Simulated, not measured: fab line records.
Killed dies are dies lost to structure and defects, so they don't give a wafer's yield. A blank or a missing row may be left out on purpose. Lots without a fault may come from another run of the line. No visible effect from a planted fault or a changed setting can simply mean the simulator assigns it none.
Matching of chambers	flow n5Finfet	N5_BEOL_M0_SAQP_PECVD_97 on pecvd-04 has 3 sister chambers
The step deposits SiNx from SiH4/NH3/N2, target thk 23 nm, time 19.9 s. 14 wafers are shown with their chamber, then 7 later ones without.

## WAFERS PAIRED WITH THEIR CHAMBERS
wafer	chamber	showerheadPlenumPTorr (Torr)	throttleValvePct (%)	heaterPowerW (W)
L102.2	0	5.02	38.4	505
L102.5	0	5.01	38.5	510
L102.6	2	5.24	39.7	524
L104.1	1	5.05	40.9	508
L104.3	2	5.23	39.7	464
L104.5	2	5.25	39.8	451
L105.1	2	5.23	39.8	544
L105.2	1	5.05	40.7	574
L105.3	0	5.00	38.1	497
L108.3	2	5.22	40.1	530
L108.4	2	5.24	39.7	539
L108.6	1	5.06	40.9	530
L114.2	0	5.01	38.4	533
L114.4	0	5.01	38.6	507

SIGNATURES (averages over the wafers above)
reading	chamber 0	chamber 1	chamber 2	scatter within a chamber
showerheadPlenumPTorr	5.0100	5.0533	5.2350	0.00862
throttleValvePct	38.400	40.833	39.800	0.161
heaterPowerW	510.40	537.33	508.67	31.9
Rule: a wafer lies at a distance from a chamber equal to the root of the sum of squares, over the readings, of (its reading less the chamber's mean, divided by the reading's scatter). The wafer belongs to the nearest chamber; if the next one is less than 2 further off, it can't be placed. How the scatter is found: for the shown wafers, subtract from each reading the mean of its chamber, square and add these, divide the total by (wafers less chambers), then take the root.

## WAFERS WITHOUT THEIR CHAMBER
wafer	showerheadPlenumPTorr (Torr)	throttleValvePct (%)	heaterPowerW (W)
L116.5	5.04	40.7	557
L116.6	5.24	40.4	551
L120.5	5.23	40.5	504
L120.6	5.04	40.9	491
L123.1	5.01	38.3	503
L123.3	5.05	40.8	485
L123.4	4.99	38.3	509

## WHICH CHAMBER EACH WENT THROUGH
wafer	from the rows above	in truth
L116.5	1	1
L116.6	2	2
L120.5	2	2
L120.6	1	1
L123.1	0	0
L123.3	1	1
L123.4	0	0
Placed correctly: 7 of 7. From these rows, 0 cannot be placed. Wrongly placed: 0.
